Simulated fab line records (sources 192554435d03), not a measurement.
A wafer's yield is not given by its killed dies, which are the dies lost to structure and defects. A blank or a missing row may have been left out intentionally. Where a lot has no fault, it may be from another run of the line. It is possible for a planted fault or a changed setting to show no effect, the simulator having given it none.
Split-lot trial | flow n5 finfet | 7 lots, 21 wafers read, on a route of 1938 steps

== SPLIT DETAILS ==
At N5_BEOL_M10_COAT_05 (resist thk 90 nm), the setting spin rpm was moved away from the recipe's 1500 rpm on 5 of the 21 wafers read, by +5.8% to +10.6%. The other wafers ran this setting at the recipe's value.

== FROM THE SPLIT TO THE READING: what the file shows between them, 4 steps ==
- N5_BEOL_M10_EBR_07
- N5_BEOL_M10_SOFTBAKE_06: time 60 s
- N5_BEOL_M10_EXPOSE_08: exposes mask M10
- N5_BEOL_M10_PEB_09: peb time 60 s

== THE READING ==
CAR-ArF_of_BEOL_M10_COAT_05.thk nm (the simulator's own value, which no gauge read), in nm, at N5_BEOL_M10_DEVELOP_10 (develop time 30 s). No usual value for it is given in the file. Across the 16 wafers here that went through the recipe, the average is 88.2 nm and the standard deviation 0.29 nm.

wafer  | tool, chamber at the split | spin rpm as run, rpm | against the recipe | CAR-ArF_of_BEOL_M10_COAT_05.thk nm, nm | against lot-mates on the recipe
L074.2 | litho track-05, 0          | 1500                 | recipe             | 88.4                                   | -
L074.4 | litho track-05, 0          | 1500                 | recipe             | 88.4                                   | -
L074.6 | litho track-05, 0          | 1500                 | recipe             | 88.2                                   | -
L076.1 | litho track-03, 0          | 1500                 | recipe             | 88                                     | -
L076.4 | litho track-03, 0          | 1648                 | +9.9%              | 83.8                                   | -4.2
L076.6 | litho track-03, 0          | 1648                 | +9.9%              | 84.2                                   | -3.8
L080.1 | litho track-04, 0          | 1587                 | +5.8%              | 86                                     | -3.0
L080.4 | litho track-04, 0          | 1587                 | +5.8%              | 86.4                                   | -2.6
L080.5 | litho track-04, 0          | 1500                 | recipe             | 89                                     | -
L089.1 | litho track-04, 0          | 1500                 | recipe             | 88.2                                   | -
L089.3 | litho track-04, 0          | 1500                 | recipe             | 88.6                                   | -
L089.5 | litho track-04, 0          | 1500                 | recipe             | 88.4                                   | -
L083.1 | litho track-03, 0          | 1500                 | recipe             | 88.2                                   | -
L083.5 | litho track-03, 0          | 1500                 | recipe             | 88.2                                   | -
L083.3 | litho track-03, 0          | 1500                 | recipe             | 88                                     | -
L097.1 | litho track-03, 0          | 1500                 | recipe             | 88.2                                   | -
L097.2 | litho track-03, 0          | 1500                 | recipe             | 88.2                                   | -
L097.5 | litho track-03, 0          | 1659                 | +10.6%             | 83.6                                   | -4.6
L096.3 | litho track-03, 0          | 1500                 | recipe             | 87.8                                   | -
L096.5 | litho track-03, 0          | 1500                 | recipe             | 87.8                                   | -
L096.6 | litho track-03, 0          | 1500                 | recipe             | 88                                     | -

THE FIT
A straight line over all 21 wafers: CAR-ArF_of_BEOL_M10_COAT_05.thk nm changes by -0.419 nm for each +1% of spin rpm; r = -0.98; the points scatter about the line by 0.31 nm.
The same after taking each lot's own level away (the mean of its wafers on the recipe; 21 wafers): -0.426 nm for each +1%; r = -0.99; scatter 0.18 nm.
On that fit, the largest move of spin rpm shifts the reading by 4.5 nm.
From 87.87 to 89.00 nm: that is the span of the lots' own levels, equal to 3.9 times the standard deviation above.
The two slopes agree, so the slope changes little with the lot-to-lot level.
Check: -4.5 nm against its lot-mates is what the line predicts for one of the wafers moved furthest among these (+10.6%) when that wafer is left out of the fit. Against them it came out at -4.6 nm.

== ADDITIONAL SPLITS CARRIED BY THESE WAFERS ==
Other splits were also applied to these wafers ahead of the reading. Each is held against what the fit with the lots' levels taken away leaves over:
other split on the same wafers     | wafers away from the commonest value | r with CAR-ArF_of_BEOL_M10_COAT_05.thk nm (lot level and that fit taken away)
N5_BEOL_M7_TRENCH_ETCH_37 source w | 6                                    | -0.02
N5_BEOL_M8_COAT_63 spin rpm        | 4                                    | +0.03
N5_BEOL_M8_COAT_64 spin rpm        | 7                                    | -0.15
N5_BEOL_M9_EXPOSE_25 dose mj       | 8                                    | +0.28
N5_BEOL_M9_ETCH_66 time s          | 6                                    | +0.14

== THE WHOLE CHAIN: every reading that the file lists as answering this split, in the file's order ==
step                   | what it does      | reading                                                                             | change (the file's fit)               | r (the file's)
N5_BEOL_M10_COAT_05    | resist thk 90 nm  | CAR-ArF_of_BEOL_M10_COAT_05.thk nm (the simulator's own value, which no gauge read) | -0.423 nm for each +1% of the setting | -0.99
N5_BEOL_M10_DEVELOP_10 | develop time 30 s | CAR-ArF_of_BEOL_M10_COAT_05.thk nm (the simulator's own value, which no gauge read) | -0.429 nm for each +1% of the setting | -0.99

== THE FILE'S OWN FIT ==
CAR-ArF_of_BEOL_M10_COAT_05.thk nm changes by -0.429 nm for each +1% of spin rpm, r = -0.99.
